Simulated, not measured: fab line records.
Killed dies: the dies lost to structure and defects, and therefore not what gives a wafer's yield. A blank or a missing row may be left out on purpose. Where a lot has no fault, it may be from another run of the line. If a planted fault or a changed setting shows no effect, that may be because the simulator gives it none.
Lot-split experiment    flow n5Finfet    21 wafers read across 7 lots, on a route 1938 steps long

== THE SPLIT ITSELF ==
At N5_HKMG_FIN_ETCH_58 (etches SOC in N2/H2, target depth 215.8 nm, time 741 s), the setting sourceW was moved away from the recipe's 875 W on 10 of the 21 wafers read, by -17.5% to +10.3%. The other wafers ran this setting at the recipe's value.

The reading comes from the split's own step.

== THE READING ==
rfVppV, in V, at N5_HKMG_FIN_ETCH_58 (etches SOC in N2/H2, target depth 215.8 nm, time 741 s). Typical for fault-free wafers on this fab line: 99.3 V, with standard deviation 0.98 V.

wafer   tool, chamber at the split  sourceW as run, W  against the recipe  rfVppV, V  against lot-mates on the recipe
L078.1  rieDiel-03, 2               722.7              -17.4%              108.4      +9.4
L078.3  rieDiel-03, 1               722.7              -17.4%              107.8      +8.8
L078.5  rieDiel-03, 0               875                recipe              99.0       -
L079.2  rieDiel-03, 1               955.9              +9.2%               97.4       -1.6
L079.5  rieDiel-03, 1               875                recipe              100.4      -
L079.6  rieDiel-03, 2               875                recipe              97.6       -
L081.3  rieDiel-03, 3               875                recipe              97.1       -
L081.4  rieDiel-03, 0               964.8              +10.3%              96.2       -2.4
L081.6  rieDiel-03, 0               875                recipe              100.1      -
L083.1  rieDiel-01, 1               785.8              -10.2%              101.5      +2.1
L083.2  rieDiel-01, 3               875                recipe              99.4       -
L083.4  rieDiel-01, 1               785.8              -10.2%              102.2      +2.8
L086.2  rieDiel-01, 3               722.2              -17.5%              106.9      +7.1
L086.4  rieDiel-01, 2               722.2              -17.5%              105.6      +5.8
L086.6  rieDiel-01, 3               875                recipe              99.8       -
L089.2  rieDiel-01, 1               875                recipe              98.4       -
L089.4  rieDiel-01, 3               875                recipe              100.4      -
L089.5  rieDiel-01, 0               875                recipe              99.4       -
L091.1  rieDiel-03, 2               875                recipe              100.4      -
L091.2  rieDiel-03, 1               958.2              +9.5%               97.8       -2.6
L091.4  rieDiel-03, 0               958.2              +9.5%               95.7       -4.7

FIT RESULTS
A straight line over all 21 wafers: rfVppV changes by -0.38 V for each +1% of sourceW; r = -0.94; the points scatter about the line by 1.3 V.
The same after taking each lot's own level away (the mean of its wafers on the recipe; 21 wafers): -0.384 V for each +1%; r = -0.94; scatter 1.4 V.
The reading moves by 6.7 V for the largest change in sourceW, on that fit.
Across the lots, their own levels run from 98.60 to 100.40 V, a range of 1.8 times the standard deviation given above.
The two slopes agree, so the slope changes little with the lot-to-lot level.
Check: with one of the wafers moved furthest among these (-17.5%) left out of the fit, the line predicts +6.9 V for it against its lot-mates. Against them it came out at +7.1 V.
Tool readings at the split's step, against how far the setting was moved: rfVppV r = -0.94.

== FURTHER SPLITS ON THESE WAFERS ==
Note: prior to the reading, these wafers also went through further splits. Each is held against what the fit with the lots' levels taken away leaves over:
other split on the same wafers  wafers away from the commonest value  r with rfVppV (lot level and that fit taken away)
N5_HKMG_FIN_EXPOSE_46 doseMj    6                                     +0.07

== THE WHOLE CHAIN: every reading that the file lists as answering this split, in the file's order ==
step                  what it does                                            reading                                                                         change (the file's fit)               r (the file's)
N5_HKMG_FIN_ETCH_58   etches SOC in N2/H2, target depth 215.8 nm, time 741 s  rfVppV                                                                          -0.372 V for each +1% of the setting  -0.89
N5_HKMG_FIN_ETCH_58   etches SOC in N2/H2, target depth 215.8 nm, time 741 s  SOC_of_HKMG_FIN_COAT_41.thkNm (the simulator's own value, which no gauge read)  -1.55 nm for each +1% of the setting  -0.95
N5_HKMG_FIN_ETCH_58   etches SOC in N2/H2, target depth 215.8 nm, time 741 s  etch.depthNm (the simulator's own value, which no gauge read)                   +1.6 nm for each +1% of the setting   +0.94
N5_HKMG_FIN_ETCH_58   etches SOC in N2/H2, target depth 215.8 nm, time 741 s  HKMG_FIN.featureDepthNm (the simulator's own value, which no gauge read)        +1.61 nm for each +1% of the setting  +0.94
N5_HKMG_FIN_STRIP_93  strips SOC in N2/H2, time 20 s                          SOC_of_HKMG_FIN_COAT_41.thkNm (the simulator's own value, which no gauge read)  -1.54 nm for each +1% of the setting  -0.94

== FILE'S OWN FIT ==
rfVppV changes by -0.372 V for each +1% of sourceW, r = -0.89.
